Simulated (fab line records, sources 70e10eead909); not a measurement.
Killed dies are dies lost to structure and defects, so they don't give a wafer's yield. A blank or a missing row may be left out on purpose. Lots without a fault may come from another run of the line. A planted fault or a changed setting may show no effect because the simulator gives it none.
Chamber matching | flow nand_harc | NHARC_THIN_TSV_ETCH_15 on rie_si-02: 4 sister chambers
The step target depth 3000 nm, bosch target overetch cycles 2, bosch etch step 2.8 s. 14 wafers are shown with their chamber, then 7 later ones without.

WAFERS WITH THEIR CHAMBER
wafer  | chamber | drypump_motor_current_A (A)
L914.1 | 2       | 6.1
L914.2 | 1       | 5.3
L914.6 | 2       | 6.1
L917.2 | 3       | 4.9
L917.3 | 2       | 6.1
L917.4 | 0       | 5.2
L920.1 | 0       | 5.2
L920.2 | 3       | 4.9
L920.4 | 2       | 6.0
L922.2 | 3       | 4.9
L922.4 | 0       | 5.1
L922.5 | 2       | 6.0
L924.2 | 0       | 5.2
L924.4 | 3       | 5.0

SIGNATURES (means of the wafers above)
reading                 | chamber 0 | chamber 1 | chamber 2 | chamber 3 | scatter within a chamber
drypump_motor_current_A | 5.175     | 5.300     | 6.060     | 4.925     | 0.052
Rule: a wafer's distance from a chamber is the root of the sum, over the readings, of the square of ((its reading less the chamber's mean) divided by the reading's scatter). The wafer belongs to the nearest chamber; if the next one is less than 2 further off, it can't be placed. The scatter: the root of (the sum of the squares of (reading less its chamber's mean) over the shown wafers, divided by (wafers less chambers)).

WAFERS WITHOUT THEIR CHAMBER
wafer  | drypump_motor_current_A (A)
L924.5 | 5.2
L926.1 | 5.2
L926.5 | 5.2
L926.6 | 5.3
L935.2 | 5.2
L935.3 | 5.3
L935.5 | 5.1

WHICH CHAMBER EACH WENT THROUGH
wafer  | from the rows above     | in truth
L924.5 | can't be placed: 0 or 1 | 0
L926.1 | can't be placed: 0 or 1 | 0
L926.5 | can't be placed: 0 or 1 | 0
L926.6 | 1                       | 1
L935.2 | can't be placed: 0 or 1 | 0
L935.3 | 1                       | 1
L935.5 | can't be placed: 0 or 3 | 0
Placed correctly: 2 of 7. Can't be placed from these rows: 5 (the true chamber is among the candidates in 5). Placed wrongly: 0.
